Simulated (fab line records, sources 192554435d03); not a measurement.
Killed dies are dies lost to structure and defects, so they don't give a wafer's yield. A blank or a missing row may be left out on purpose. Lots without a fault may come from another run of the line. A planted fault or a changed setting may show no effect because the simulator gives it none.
A struck lot beside a sound one | flow n5_finfet | 28 steps out of a route of 1938
Sound: wafers L630.3, L630.4, L630.5. Struck: wafer L638.2. (L638.5 of the same lot was not struck and is left out.) The cause comes at the end.
At each step with rows: each side's tool, then ch and its chambers, then its first start. Under that, the readings that differ: sound wafers | struck wafers | difference of the means | sigmas: that difference in standard deviations of wafers without a fault.
alike: readings whose means differ by less than 2 such deviations, and words and numbers that are the same on both sides. not compared: withheld readings, readings that some wafer has no value for, bounds like >300 that may hide the same value, and numbers for which the record gives no deviation and whose values overlap.
The two part at a step that has a row with sigmas, a row that says differs or no value, or rows on one side only. Numbers that don't overlap but have no deviation are shown without sigmas and don't part them. A reading that every wafer of one side lacks parts them only if that side has two wafers or more.

first, 9 steps without rows for these wafers: N5_BEOL_M0_SAQP_COAT_34 (resist thk 30 nm); N5_BEOL_M0_SAQP_EBR_36; N5_BEOL_M0_SAQP_SOFTBAKE_35 (time 60 s); N5_BEOL_M0_SAQP_EXPOSE_37 (exposes mask M0 CUT1, target cd 30 nm); N5_BEOL_M0_SAQP_PEB_38 (peb time 60 s); N5_BEOL_M0_SAQP_DEVELOP_39 (develop time 30 s); N5_BEOL_M0_SAQP_DESCUM_45 (chemistry O2, time 7 s); N5_BEOL_M0_SAQP_ETCH_88 (etches underlayer in N2/H2, target depth 6.5 nm, time 5.2 s); N5_BEOL_M0_SAQP_ETCH_73 (etches SiARC in CF4, target depth 19.5 nm, time 32.5 s).
N5_BEOL_M0_SAQP_CUT_ETCH_46: etches SOC in N2/H2, target depth 135 nm, overetch 27 nm, time 202.5 s.
  sound on rie_diel-04 ch 2,3, day 8 01:35; struck on rie_diel-04 ch 1, day 9 20:55
  reading                                         | sound             | struck | difference | sigmas
  drypump_motor_current_A (A)                     | 6.8 6.5 6.8       | 4.7    | -2.0       | -3
  rf_vpp_V (V)                                    | 521.8 522.3 521.3 | 527.5  | +5.7       | +3
  showerhead_plenum_p_Torr (Torr)                 | 2.47 2.48 2.47    | 2.66   | +0.19      | +2
  model.SiARC_of_BEOL_M0_SAQP_COAT_72.thk_nm (nm) | 4.8 5 4.8         | 0      | -5         |
  model.BEOL_M0_SAQP.cd_nm (nm)                   | 29.6 30 29.6      | 34.6   | +4.9       |
  model.SOC_of_BEOL_M0_SAQP_COAT_69.thk_nm (nm)   | 89.6 89.8 89.8    | 85.8   | -3.9       |
  alike: h2_flow_sccm, temp_c, throttle_valve_pct
  not compared: rf_hours_counter_h
then, 3 steps without rows for these wafers: N5_BEOL_M0_SAQP_STRIP_74 (strips in N2/H2); N5_BEOL_M0_SAQP_STRIP_89 (strips in N2/H2); N5_BEOL_M0_SAQP_ALD_48 (deposits SiO2, target thk 20 nm, pulse time 1 s, co reactant pulse time 1 s).
N5_BEOL_M0_SAQP_ETCH_49: etches SiO2 in CF4/O2, target depth 37 nm.
  sound on rie_diel-03 ch 0,1,3, day 8 02:19; struck on rie_diel-04 ch 2, day 9 21:38
  reading                                       | sound          | struck | difference | sigmas
  model.BEOL_M0_SAQP.cd_nm (nm)                 | 29.4 30 29.6   | 34.6   | +4.9       |
  model.SOC_of_BEOL_M0_SAQP_COAT_69.thk_nm (nm) | 70.6 70.4 70.6 | 66.4   | -4.1       |
  alike: O2_flow_sccm, drypump_motor_current_A, oes_product_au, rf_vpp_V, showerhead_plenum_p_Torr, throttle_valve_pct
  not compared: rf_hours_counter_h
then, 10 steps without rows for these wafers: N5_BEOL_M0_SAQP_STRIP_75 (strips in CF4); N5_BEOL_M0_CUTY_COAT_50 (time 60 s, resist thk 15 nm); N5_BEOL_M0_CUTY_COAT_51 (resist thk 150 nm); N5_BEOL_M0_CUTY_EBR_52; N5_BEOL_M0_CUTY_SOFTBAKE_53 (time 60 s); N5_BEOL_M0_CUTY_EXPOSE_54 (exposes mask M0 ABLK); N5_BEOL_M0_CUTY_PEB_55 (peb time 60 s); N5_BEOL_M0_CUTY_DEVELOP_56 (develop time 30 s); N5_BEOL_M0_CUTY_DESCUM_61 (chemistry O2, time 7.9 s); N5_BEOL_M0_CUTY_ETCH_62 (etches SiARC in CF4, time 58.5 s).
N5_BEOL_M0_CUTY_ETCH_63: etches SOC in N2/H2, target depth 82.7 nm, overetch 16.5 nm, time 124 s.
  sound on rie_diel-05 ch 1,2, day 8 03:05; struck on rie_diel-02 ch 1, day 9 22:21
  reading                  | sound            | struck | difference | sigmas
  model.etch.depth_nm (nm) | 70.57 70.4 70.64 | 66.41  | -4.13      |
  alike: drypump_motor_current_A, h2_flow_sccm, oes_product_au, rf_vpp_V, showerhead_plenum_p_Torr, temp_c, throttle_valve_pct
  not compared: rf_hours_counter_h
then, 1 step without rows for these wafers: N5_BEOL_M0_CUTY_STRIP_64 (strips in N2/H2).
-- the record jumps here: 4 days lie between the struck wafers' starts before and after (it left off in module BEOL_M0_CUTY and takes up again in module BEOL_M4, whose first step shown is number 1111 of the route) --
N5_BEOL_M4_RC_MEAS_101:
  sound on prober-02 ch 0, day 11 14:00; struck on prober-02 ch 0, day 13 15:07
  alike: DIBL_N, DIBL_P, IOFF_N, IOFF_P, ION_N, ION_P, SS_N, SS_P, VT_N, VT_P
then, 1 step without rows for these wafers: N5_PASSIVATION_PROBE_49.

WHERE THEY PART
Only at N5_BEOL_M0_SAQP_CUT_ETCH_46, within this record. Later steps at which nothing parts them and some readings are alike: N5_BEOL_M0_SAQP_ETCH_49, N5_BEOL_M0_CUTY_ETCH_63, N5_BEOL_M4_RC_MEAS_101.

WHY: what the simulator had put in
Process parameter drift: rie_diel-04, from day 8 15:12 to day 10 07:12, at N5_BEOL_M0_SAQP_CUT_ETCH_46. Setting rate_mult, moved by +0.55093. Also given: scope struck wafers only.
